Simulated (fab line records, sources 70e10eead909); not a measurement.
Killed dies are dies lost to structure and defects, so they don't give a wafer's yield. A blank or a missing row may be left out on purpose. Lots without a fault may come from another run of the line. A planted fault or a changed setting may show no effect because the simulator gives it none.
Tool commonality check | flow nand_harc | 11 lots, 33 wafers sampled

WHY IT WAS OPENED
At NHARC_END_SORT_01 the reading sort_bin_2_pct is flagged on 2 of 11 lots. Wafers without a fault read 1.4 %, standard deviation 0.57.
Rule: a lot is flagged when every wafer of it that has a number lies more than 4 standard deviations from that mean, or none has a number. The other lots count as sound.

lot  | measured     | on        | sort_bin_2_pct (%), wafer by wafer | flag
L495 | day 18 20:31 | prober-01 | 1.0 2.1 2.5                        |
L496 | day 19 18:23 | prober-01 | 1.8 1.5 1.5                        |
L497 | day 20 03:45 | prober-01 | 1.2 0.9 0.7                        |
L499 | day 20 09:55 | prober-01 | 1.6 1.2 1.3                        |
L500 | day 20 10:55 | prober-02 | 0.6 1.6 1.2                        |
L501 | day 20 18:31 | prober-01 | 1.0 1.8 1.5                        |
L504 | day 21 14:04 | prober-02 | 31.2 31.9 31.3                     | FLAGGED
L508 | day 21 22:49 | prober-02 | 35.0 27.9 33.4                     | FLAGGED
L511 | day 23 14:16 | prober-02 | 1.2 1.2 1.0                        |
L512 | day 24 20:17 | prober-01 | 2.2 2.1 2.5                        |
L516 | day 25 02:26 | prober-01 | 1.2 1.0 1.0                        |
The numbers of the flagged lots are 31.8 % on average: +30.4 % against the usual, or +53 standard deviations.

WHICH TOOL RAN EACH LOT
The record holds 4 process steps before the reading, out of a route of 1159 steps. In each cell: the tool, then ch and the chambers that the sampled wafers went through, then the start.
lot  | flag    | NHARC_A_BONDPAD_CMP_29        | NHARC_THIN_TSV_DESCUM_35           | NHARC_THIN_TSV_ETCH_59            | NHARC_THIN_TSV_STRIP_56
L495 |         | cmp-02 ch 0,1,3, day 17 09:29 | rie_diel-02 ch 0,2,3, day 18 10:47 | rie_metal-02 ch 0,1, day 18 10:55 | plasma_asher-02 ch 0,1, day 18 11:29
L496 |         | cmp-01 ch 1,2,3, day 18 05:13 | rie_diel-04 ch 1,2,3, day 19 08:32 | rie_metal-01 ch 0,1, day 19 08:40 | plasma_asher-01 ch 0,1, day 19 09:02
L497 |         | cmp-01 ch 0,1, day 18 06:56   | rie_diel-04 ch 2,3, day 19 10:02   | rie_metal-02 ch 0,1, day 19 10:13 | plasma_asher-02 ch 0,1, day 19 10:40
L499 |         | cmp-02 ch 1,3, day 18 13:25   | rie_diel-07 ch 0,1,2, day 19 13:31 | rie_metal-02 ch 0,1, day 19 13:40 | plasma_asher-01 ch 0,1, day 19 14:03
L500 |         | cmp-01 ch 0,2,3, day 18 17:48 | rie_diel-04 ch 0,2,3, day 19 14:47 | rie_metal-03 ch 0,1, day 19 14:56 | plasma_asher-02 ch 0,1, day 19 15:25
L501 |         | cmp-01 ch 0,1,3, day 18 22:49 | rie_diel-02 ch 0,1,3, day 19 22:42 | rie_metal-02 ch 1, day 19 22:54   | plasma_asher-02 ch 0,1, day 19 23:36
L504 | FLAGGED | cmp-01 ch 1,2,3, day 20 07:13 | rie_diel-07 ch 0,1,3, day 21 06:30 | rie_metal-02 ch 0,1, day 21 06:38 | plasma_asher-01 ch 0,1, day 21 06:59
L508 | FLAGGED | cmp-01 ch 0,2,3, day 20 13:41 | rie_diel-07 ch 0,1,3, day 21 14:01 | rie_metal-01 ch 0,1, day 21 14:10 | plasma_asher-02 ch 0,1, day 21 14:31
L511 |         | cmp-04 ch 0,3, day 22 05:05   | rie_diel-02 ch 0,1,3, day 23 03:41 | rie_metal-01 ch 0,1, day 23 03:51 | plasma_asher-01 ch 0,1, day 23 04:14
L512 |         | cmp-04 ch 0,2, day 23 08:14   | rie_diel-02 ch 1,2, day 24 08:06   | rie_metal-01 ch 0,1, day 24 08:18 | plasma_asher-02 ch 0,1, day 24 08:41
L516 |         | cmp-02 ch 0,2, day 23 14:41   | rie_diel-04 ch 1,3, day 24 12:38   | rie_metal-02 ch 0,1, day 24 12:49 | plasma_asher-01 ch 0,1, day 24 13:08
What these steps do:
- NHARC_A_BONDPAD_CMP_29: polishes SiCN, target thk 200 nm.
- NHARC_THIN_TSV_DESCUM_35: chemistry O2, time 3 s.
- NHARC_THIN_TSV_ETCH_59: etches the open film in Cl2/BCl3, target depth 880 nm, time 138.1 s.
- NHARC_THIN_TSV_STRIP_56: strips in O2.
- NHARC_END_SORT_01

FLAGGED OVER TOTAL, TOOL BY TOOL (the gauges that took the reading come last)
step                     | tool            | lots run | flagged | share of the flagged lots | sound lots run after its first flagged lot
NHARC_A_BONDPAD_CMP_29   | cmp-01          | 6        | 2       | all                       | 0
NHARC_A_BONDPAD_CMP_29   | cmp-02          | 3        | 0       | none                      | -
NHARC_A_BONDPAD_CMP_29   | cmp-04          | 2        | 0       | none                      | -
NHARC_THIN_TSV_DESCUM_35 | rie_diel-02     | 4        | 0       | none                      | -
NHARC_THIN_TSV_DESCUM_35 | rie_diel-04     | 4        | 0       | none                      | -
NHARC_THIN_TSV_DESCUM_35 | rie_diel-07     | 3        | 2       | all                       | 0
NHARC_THIN_TSV_ETCH_59   | rie_metal-01    | 4        | 1       | some                      | 2 (L511,L512)
NHARC_THIN_TSV_ETCH_59   | rie_metal-02    | 6        | 1       | some                      | 1 (L516)
NHARC_THIN_TSV_ETCH_59   | rie_metal-03    | 1        | 0       | none                      | -
NHARC_THIN_TSV_STRIP_56  | plasma_asher-01 | 5        | 1       | some                      | 2 (L511,L516)
NHARC_THIN_TSV_STRIP_56  | plasma_asher-02 | 6        | 1       | some                      | 1 (L512)
NHARC_END_SORT_01        | prober-01       | 7        | 0       | none                      | -
NHARC_END_SORT_01        | prober-02       | 4        | 2       | all                       | 1 (L511)

WHAT THE TABLE ALLOWS
3 rows of the table ran every flagged lot: cmp-01 at NHARC_A_BONDPAD_CMP_29, rie_diel-07 at NHARC_THIN_TSV_DESCUM_35, prober-02 at NHARC_END_SORT_01.
- cmp-01 at NHARC_A_BONDPAD_CMP_29: 2 of its 6 lots flagged. Its last sound lot is L501 (day 18 22:49), its first flagged lot L504 (day 20 07:13): a fault that began between those two fits.
- rie_diel-07 at NHARC_THIN_TSV_DESCUM_35: 2 of its 3 lots flagged. Its last sound lot is L499 (day 19 13:31), its first flagged lot L504 (day 21 06:30): a fault that began between those two fits.
- prober-02 at NHARC_END_SORT_01: 2 of its 4 lots flagged. Sound lots ran on it after the first flagged one (L511), which a lasting fault on the whole tool wouldn't allow.
Counting lots can't tell these 2 tools apart, because each fits a fault that began at some hour. More lots, or a look at what each step does to the wafer, might.

WHAT THE SIMULATOR HAD PUT IN
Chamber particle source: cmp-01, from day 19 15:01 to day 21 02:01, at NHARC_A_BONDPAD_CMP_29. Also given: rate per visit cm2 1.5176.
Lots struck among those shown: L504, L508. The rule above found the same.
